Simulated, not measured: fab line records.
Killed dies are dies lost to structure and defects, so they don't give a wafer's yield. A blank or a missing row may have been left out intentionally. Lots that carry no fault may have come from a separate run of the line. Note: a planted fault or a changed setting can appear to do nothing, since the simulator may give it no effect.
A struck lot beside a sound one ; flow nand_harc ; 14 steps out of a route of 1302
Sound: these wafers, L593.1, L593.2, L593.4. Wafers struck: L600.1, L600.3, L600.4. Last of all comes the cause.
For every step that has rows: the tool of each side, followed by ch and its chambers, followed by its first start. Under that, the readings that differ: sound wafers ; struck wafers ; difference of the means ; sigmas: that difference in standard deviations of wafers without a fault.
alike: a reading whose means differ by less than 2 such deviations, as well as words and numbers matching on both sides. not compared: withheld readings; readings where some wafer has no value; bounds like >300 that might hide an equal value; numbers whose values overlap and for which the record gives no deviation.
Wherever a step has rows on one side only, a row that says differs or no value, or a row with sigmas, the two part there. Non-overlapping numbers with no deviation appear without sigmas and do not part them. A reading missing from all wafers of one side parts the sides only when that side holds two or more wafers.

NHARC_A_CHANNEL_FILL_D2_ALD_16: deposits SiO2, target thk 1.5 nm, pulse time 10 s, ald cycles 15.
  sound on ald_hk-04 ch 0,1,3, day 16 07:25; struck on ald_hk-01 ch 1,2,3, day 19 17:59
  alike: heater_power_outer_w, heater_power_w, precursor_pulse_height_rel
then, 2 steps without rows for these wafers: NHARC_A_CHANNEL_FILL_D2_ANNEAL_17 (time 1800 s); NHARC_A_CHANNEL_FILL_D2_CVD_18 (deposits poly-Si, target thk 3 nm).
NHARC_A_CHANNEL_FILL_D2_ETCHBACK_19: etches the open film in HBr/Cl2, target depth 5 nm, time 1.7 s.
  sound on rie_si-02 ch 0,1, day 16 18:42; struck on rie_si-04 ch 1,2,3, day 20 05:21
  alike: bias_w, chamber_pressure_mTorr, drypump_motor_current_A, oes_product_au, throttle_valve_pct
  not compared: rf_hours_counter_h
NHARC_A_CHANNEL_FILL_D2_ETCHBACK_20: etches the open film in C4F8/O2/Ar, target depth 27 nm, time 13.5 s.
  sound on rie_diel-02 ch 0,1,3, day 16 18:51; struck on rie_diel-02 ch 1,2,3, day 20 05:29
reading;sound;struck;difference;sigmas
rf_hours_counter_h (h);4 3 3;2 2 1;-2;
  alike: bias_w, chamber_pressure_mTorr, oes_product_au, rf_vpp_V
NHARC_A_CHANNEL_FILL_D2_STRIP_28: strips in O2, time 20 s.
  sound on rie_diel-02 ch 0,2,3, day 16 18:56; struck on rie_diel-02 ch 0,2,3, day 20 05:35
reading;sound;struck;difference;sigmas
rf_hours_counter_h (h);3 3 4;2 2 1;-2;
  alike: drypump_motor_current_A, oes_product_au, rf_vpp_V, showerhead_plenum_p_Torr, throttle_valve_pct
then, 5 steps without rows for these wafers: NHARC_A_CHANNEL_FILL_D2_PRECLEAN_21 (cleans in dHF, time 30 s); NHARC_A_CHANNEL_FILL_D2_SRD_23; NHARC_A_CHANNEL_FILL_D2_CVD_05 (deposits poly-Si, target thk 5 nm); NHARC_A_CHANNEL_FILL_D2_ANNEAL_22 (time 7200 s); NHARC_A_CHANNEL_FILL_D2_ALD_25 (deposits SiOx, target thk 60 nm, pulse time 10 s, ald cycles 600).
NHARC_A_CHANNEL_FILL_D2_ETCHBACK_08: etches the open film in C4F8, target depth 220 nm, time 110 s.
  sound on rie_diel-13 ch 0,1,3, day 17 13:05; struck on rie_diel-06 ch 0,2,3, day 20 23:00
  no value came back on the struck wafers for chamber_pressure_mTorr (mTorr), oes_product_au (a.u.), rf_hours_counter_h (h), rf_vpp_V (V); on the sound wafers chamber_pressure_mTorr (mTorr) reads 25.016 25.059 24.990
NHARC_A_CHANNEL_FILL_D2_STRIP_29: strips in O2, time 20 s.
  sound on rie_diel-13 ch 1,2,3; struck on rie_diel-06 ch 0,2,3, day 20 23:10
reading;sound;struck;difference;sigmas
rf_hours_counter_h (h);9 9 9;4 4 4;-5;
rf_vpp_V (V);58.2 58.8 59.3;57.3 56.1 57.4;-1.8;-2
  alike: drypump_motor_current_A, oes_product_au, showerhead_plenum_p_Torr, throttle_valve_pct
-- break in the record here, with 9 days between the starts of the struck wafers on either side (left off in module A_CHANNEL_FILL_D2, picked up again in module END, where the first step shown is number 1302 on the route) --
NHARC_END_SORT_01:
  at this point the record logs the struck wafers (prober-01 ch 0, day 29 14:54) and has no rows for the sound ones

## WHERE THEY PART
At NHARC_A_CHANNEL_FILL_D2_ETCHBACK_08 first; at NHARC_END_SORT_01 last (within this record only).

WHY: the cause the simulator had injected
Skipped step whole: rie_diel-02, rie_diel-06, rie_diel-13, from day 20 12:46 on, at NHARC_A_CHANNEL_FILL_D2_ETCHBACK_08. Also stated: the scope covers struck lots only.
